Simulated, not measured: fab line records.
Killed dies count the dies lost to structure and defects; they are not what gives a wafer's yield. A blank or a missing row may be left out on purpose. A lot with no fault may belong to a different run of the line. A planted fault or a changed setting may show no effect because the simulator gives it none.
Matching of chambers / flow nand-harc / pecvd-04 running NHARC_P_M0_DEP_32: 3 sister chambers
The step deposits SiCN, target thk 30 nm. 6 wafers are shown with their chamber, then 10 later ones without.

EACH WAFER AND ITS CHAMBER
wafer=L086.6; chamber=2; heater-power-w (W)=615; chamber-pressure-Torr (Torr)=3.001
wafer=L087.3; chamber=0; heater-power-w (W)=669; chamber-pressure-Torr (Torr)=3.000
wafer=L087.4; chamber=0; heater-power-w (W)=673; chamber-pressure-Torr (Torr)=2.997
wafer=L087.6; chamber=1; heater-power-w (W)=644; chamber-pressure-Torr (Torr)=2.998
wafer=L094.3; chamber=1; heater-power-w (W)=714; chamber-pressure-Torr (Torr)=3.003
wafer=L094.4; chamber=2; heater-power-w (W)=607; chamber-pressure-Torr (Torr)=3.000

WAFERS WITHOUT THEIR CHAMBER
wafer=L094.6; heater-power-w (W)=665; chamber-pressure-Torr (Torr)=2.993
wafer=L095.2; heater-power-w (W)=623; chamber-pressure-Torr (Torr)=3.000
wafer=L095.4; heater-power-w (W)=614; chamber-pressure-Torr (Torr)=2.997
wafer=L095.6; heater-power-w (W)=691; chamber-pressure-Torr (Torr)=3.005
wafer=L096.3; heater-power-w (W)=621; chamber-pressure-Torr (Torr)=2.996
wafer=L096.4; heater-power-w (W)=629; chamber-pressure-Torr (Torr)=2.999
wafer=L096.6; heater-power-w (W)=618; chamber-pressure-Torr (Torr)=3.007
wafer=L097.2; heater-power-w (W)=600; chamber-pressure-Torr (Torr)=2.990
wafer=L097.3; heater-power-w (W)=611; chamber-pressure-Torr (Torr)=3.001
wafer=L097.5; heater-power-w (W)=615; chamber-pressure-Torr (Torr)=2.999

WHICH CHAMBER EACH ONE RAN IN
wafer=L094.6; from the rows above=can't be placed: 0 or 1 or 2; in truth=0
wafer=L095.2; from the rows above=can't be placed: 2 or 0 or 1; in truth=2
wafer=L095.4; from the rows above=can't be placed: 2 or 0 or 1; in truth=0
wafer=L095.6; from the rows above=can't be placed: 1 or 0 or 2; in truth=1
wafer=L096.3; from the rows above=can't be placed: 2 or 0 or 1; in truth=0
wafer=L096.4; from the rows above=can't be placed: 2 or 0 or 1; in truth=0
wafer=L096.6; from the rows above=can't be placed: 2 or 1 or 0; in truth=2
wafer=L097.2; from the rows above=can't be placed: 0 or 2 or 1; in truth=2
wafer=L097.3; from the rows above=2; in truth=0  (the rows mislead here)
wafer=L097.5; from the rows above=can't be placed: 2 or 0 or 1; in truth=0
Correct placement for 0 of the 10. Can't be placed from these rows: 9 (the true chamber is among the candidates in 9). Placed wrongly: 1.
How it was worked out, from the rows above alone: a wafer's distance from a chamber is the root of the sum, over the readings, of the square of ((its reading less the chamber's mean) divided by the reading's scatter). If the next closest chamber is less than 2 further off than the closest, the wafer can't be placed; otherwise it belongs to the closest. Each chamber's mean is taken over the wafers shown for it. The scatter: the root of (the sum of the squares of (reading less its chamber's mean) over the shown wafers, divided by (wafers less chambers)).
